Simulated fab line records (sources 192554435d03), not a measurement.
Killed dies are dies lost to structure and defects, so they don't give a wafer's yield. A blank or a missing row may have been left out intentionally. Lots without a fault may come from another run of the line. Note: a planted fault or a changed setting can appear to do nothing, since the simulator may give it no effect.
Chamber matching    flow n5 finfet    N5_PASSIVATION_STRIP_34 on rie diel-04 has 4 sister chambers
The step strips in O2. 8 wafers are shown with their chamber, then 8 later ones without.

WAFERS, EACH WITH ITS CHAMBER
wafer   chamber  drypump motor current A (A)  showerhead plenum p Torr (Torr)
L824.3  1        6.2                          2.04
L830.3  0        6.2                          2.13
L830.4  1        6.2                          2.03
L828.5  2        5.6                          2.06
L834.2  3        5.5                          2.11
L834.3  0        6.2                          2.12
L834.6  3        5.5                          2.11
L836.1  2        5.5                          2.06

WAFERS MISSING THEIR CHAMBER
wafer   drypump motor current A (A)  showerhead plenum p Torr (Torr)
L836.2  6.2                          2.12
L836.6  5.5                          2.10
L839.4  5.5                          2.10
L839.5  6.2                          2.02
L839.6  5.6                          2.06
L840.2  6.2                          2.12
L840.3  5.5                          2.10
L840.6  6.2                          2.02

WHICH CHAMBER EACH WENT THROUGH
wafer   from the rows above  in truth
L836.2  0                    0
L836.6  3                    3
L839.4  3                    3
L839.5  1                    1
L839.6  2                    2
L840.2  0                    0
L840.3  3                    3
L840.6  1                    1
Correct placement for 8 of the 8. From these rows, 0 cannot be placed. Wrongly placed: 0.
How it was worked out, from the rows above alone: a wafer's distance from a chamber is the root of the sum, over the readings, of the square of ((its reading less the chamber's mean) divided by the reading's scatter). The wafer belongs to the nearest chamber; if the next one is less than 2 further off, it can't be placed. For every chamber, the mean is computed from those of its wafers that are shown. The scatter is the square root of a quotient: the sum, over the shown wafers, of each reading's squared deviation from its chamber's mean, divided by wafers minus chambers.
